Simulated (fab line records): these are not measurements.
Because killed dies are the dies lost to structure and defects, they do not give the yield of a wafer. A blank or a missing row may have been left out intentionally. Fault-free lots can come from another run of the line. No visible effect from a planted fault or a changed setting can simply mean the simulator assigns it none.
Matching of chambers :: flow n5_finfet :: N5_BEOL_M5_ALD_86 on ald_metal-01: 4 sister chambers
The step deposits TaN, pulse time 2 s, purge time 3 s, co reactant purge time 2 s. 8 wafers are shown with their chamber, then 10 later ones without.

== WAFERS, EACH WITH ITS CHAMBER ==
wafer: L081.6
chamber: 1
heater_power_w (W): 441
mfc_carrier_sccm (sccm): 1497

wafer: L082.2
chamber: 2
heater_power_w (W): 351
mfc_carrier_sccm (sccm): 1506

wafer: L082.5
chamber: 2
heater_power_w (W): 354
mfc_carrier_sccm (sccm): 1501

wafer: L085.1
chamber: 3
heater_power_w (W): 349
mfc_carrier_sccm (sccm): 1500

wafer: L085.2
chamber: 1
heater_power_w (W): 441
mfc_carrier_sccm (sccm): 1507

wafer: L085.3
chamber: 0
heater_power_w (W): 457
mfc_carrier_sccm (sccm): 1502

wafer: L086.1
chamber: 3
heater_power_w (W): 347
mfc_carrier_sccm (sccm): 1497

wafer: L086.2
chamber: 0
heater_power_w (W): 461
mfc_carrier_sccm (sccm): 1483

== WAFERS WHOSE CHAMBER IS MISSING ==
wafer: L086.4
heater_power_w (W): 351
mfc_carrier_sccm (sccm): 1499

wafer: L089.2
heater_power_w (W): 360
mfc_carrier_sccm (sccm): 1503

wafer: L089.5
heater_power_w (W): 346
mfc_carrier_sccm (sccm): 1495

wafer: L089.6
heater_power_w (W): 361
mfc_carrier_sccm (sccm): 1508

wafer: L090.1
heater_power_w (W): 461
mfc_carrier_sccm (sccm): 1497

wafer: L090.3
heater_power_w (W): 432
mfc_carrier_sccm (sccm): 1496

wafer: L090.4
heater_power_w (W): 356
mfc_carrier_sccm (sccm): 1497

wafer: L093.2
heater_power_w (W): 440
mfc_carrier_sccm (sccm): 1497

wafer: L093.5
heater_power_w (W): 440
mfc_carrier_sccm (sccm): 1499

wafer: L093.6
heater_power_w (W): 356
mfc_carrier_sccm (sccm): 1504

== CHAMBER TAKEN BY EACH ==
wafer: L086.4
from the rows above: can't be placed: 2 or 3
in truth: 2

wafer: L089.2
from the rows above: 2
in truth: 2

wafer: L089.5
from the rows above: 3
in truth: 3

wafer: L089.6
from the rows above: 2
in truth: 2

wafer: L090.1
from the rows above: 0
in truth: 0

wafer: L090.3
from the rows above: 1
in truth: 1

wafer: L090.4
from the rows above: 2
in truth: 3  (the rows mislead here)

wafer: L093.2
from the rows above: 1
in truth: 1

wafer: L093.5
from the rows above: 1
in truth: 1

wafer: L093.6
from the rows above: 2
in truth: 2
Placed correctly: 8 of 10. These rows do not allow placing 1 (true chamber among the candidates in 1). 1 placed wrongly.
How it was worked out, from the rows above alone: a wafer's distance from a chamber is the root of the sum, over the readings, of the square of ((its reading less the chamber's mean) divided by the reading's scatter). The wafer belongs to the nearest chamber; if the next one is less than 2 further off, it can't be placed. The mean given for a chamber averages the wafers shown for that chamber. The scatter: take each reading less its chamber's mean, square it, sum over the shown wafers, divide by the number of wafers less the number of chambers, and take the root.
